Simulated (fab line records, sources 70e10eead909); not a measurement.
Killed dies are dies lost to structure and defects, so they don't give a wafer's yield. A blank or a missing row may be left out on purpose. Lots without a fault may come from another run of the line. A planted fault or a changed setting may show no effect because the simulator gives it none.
Chamber matching | flow nand_harc | NHARC_A_CHANNEL_HOLE_D1_ETCH_38 on rie_diel-12: 4 sister chambers
The step etches the open film in CF4, target depth 39 nm, time 65 s. 14 wafers are shown with their chamber, then 7 later ones without.

WAFERS WITH THEIR CHAMBER
wafer  | chamber | showerhead_plenum_p_Torr (Torr) | oes_product_au (a.u.) | throttle_valve_pct (%)
L909.1 | 0       | 1.90                            | 1.008                 | 13.303
L909.3 | 1       | 1.77                            | 1.012                 | 13.282
L909.4 | 3       | 1.86                            | 0.993                 | 13.284
L912.1 | 1       | 1.78                            | 0.994                 | 13.282
L912.3 | 0       | 1.90                            | 0.997                 | 13.275
L912.4 | 2       | 1.77                            | 0.983                 | 13.293
L913.1 | 3       | 1.86                            | 0.984                 | 13.291
L913.3 | 0       | 1.90                            | 1.010                 | 13.264
L913.4 | 2       | 1.77                            | 0.996                 | 13.309
L915.1 | 2       | 1.77                            | 0.997                 | 13.285
L915.2 | 1       | 1.77                            | 0.991                 | 13.276
L915.6 | 3       | 1.86                            | 0.982                 | 13.289
L917.1 | 0       | 1.90                            | 0.995                 | 13.283
L917.2 | 3       | 1.86                            | 0.976                 | 13.293

SIGNATURES (means of the wafers above)
reading                  | chamber 0 | chamber 1 | chamber 2 | chamber 3 | scatter within a chamber
showerhead_plenum_p_Torr | 1.9000    | 1.7733    | 1.7700    | 1.8600    | 0.00258
oes_product_au           | 1.00250   | 0.99900   | 0.99200   | 0.98375   | 0.00838
throttle_valve_pct       | 13.28125  | 13.28000  | 13.29567  | 13.28925  | 0.0109
Rule: a wafer's distance from a chamber is the root of the sum, over the readings, of the square of ((its reading less the chamber's mean) divided by the reading's scatter). The wafer belongs to the nearest chamber; if the next one is less than 2 further off, it can't be placed. The scatter: the root of (the sum of the squares of (reading less its chamber's mean) over the shown wafers, divided by (wafers less chambers)).

WAFERS WITHOUT THEIR CHAMBER
wafer  | showerhead_plenum_p_Torr (Torr) | oes_product_au (a.u.) | throttle_valve_pct (%)
L917.6 | 1.86                            | 0.980                 | 13.276
L919.1 | 1.85                            | 0.980                 | 13.268
L919.2 | 1.77                            | 0.999                 | 13.282
L919.3 | 1.77                            | 1.002                 | 13.291
L930.2 | 1.77                            | 0.991                 | 13.264
L930.3 | 1.90                            | 1.005                 | 13.297
L930.6 | 1.90                            | 1.001                 | 13.270

WHICH CHAMBER EACH WENT THROUGH
wafer  | from the rows above     | in truth
L917.6 | 3                       | 3
L919.1 | 3                       | 3
L919.2 | can't be placed: 1 or 2 | 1
L919.3 | can't be placed: 2 or 1 | 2
L930.2 | can't be placed: 1 or 2 | 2
L930.3 | 0                       | 0
L930.6 | 0                       | 0
Placed correctly: 4 of 7. Can't be placed from these rows: 3 (the true chamber is among the candidates in 3). Placed wrongly: 0.
